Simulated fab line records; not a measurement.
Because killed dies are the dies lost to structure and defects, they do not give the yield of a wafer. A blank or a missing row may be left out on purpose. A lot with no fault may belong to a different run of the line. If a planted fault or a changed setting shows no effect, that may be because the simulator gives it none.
Chamber matching	flow n5 finfet	N5_BEOL_M12_DEP_53 on pecvd-03 has 3 sister chambers
The step deposits SiCN from 3MS/NH3, target thk 30 nm, time 10.5 s. 14 wafers are shown with their chamber, then 7 later ones without.

WAFERS WITH THEIR CHAMBER
wafer	chamber	throttle valve pct (%)	showerhead plenum p Torr (Torr)
L078.1	1	18.3	4.21
L078.5	1	18.4	4.20
L078.6	2	16.9	4.19
L087.1	2	17.3	4.17
L087.2	1	18.4	4.21
L087.3	0	17.0	4.18
L087.4	0	16.9	4.17
L087.5	1	18.6	4.17
L087.6	2	17.3	4.17
L090.1	1	18.5	4.19
L090.2	2	17.1	4.17
L090.3	0	17.2	4.18
L090.4	0	17.0	4.18
L090.5	1	18.4	4.20

SIGNATURES, as means of the wafers listed above
reading	chamber 0	chamber 1	chamber 2	scatter within a chamber
throttle valve pct	17.025	18.433	17.150	0.138
showerhead plenum p Torr	4.1775	4.1967	4.1750	0.0117
Rule: for a wafer and a chamber, the distance is found by dividing, reading by reading, the gap between the wafer's reading and the chamber's mean by the reading's scatter, squaring, summing and taking the root. If the next closest chamber is less than 2 further off than the closest, the wafer can't be placed; otherwise it belongs to the closest. The scatter: take each reading less its chamber's mean, square it, sum over the shown wafers, divide by the number of wafers less the number of chambers, and take the root.

WAFERS WITH NO CHAMBER GIVEN
wafer	throttle valve pct (%)	showerhead plenum p Torr (Torr)
L090.6	17.2	4.17
L094.1	16.8	4.18
L094.2	17.3	4.17
L094.4	17.0	4.19
L096.1	18.7	4.20
L096.2	17.4	4.17
L096.3	17.2	4.17

THE CHAMBER EACH PASSED THROUGH
wafer	from the rows above	in truth
L090.6	can't be placed: 2 or 0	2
L094.1	can't be placed: 0 or 2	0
L094.2	can't be placed: 2 or 0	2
L094.4	can't be placed: 0 or 2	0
L096.1	1	1
L096.2	can't be placed: 2 or 0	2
L096.3	can't be placed: 2 or 0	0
Placed correctly: 1 of 7. Cannot be placed on the basis of these rows: 6; the candidates contain the true chamber in 6. Placed wrongly: 0.
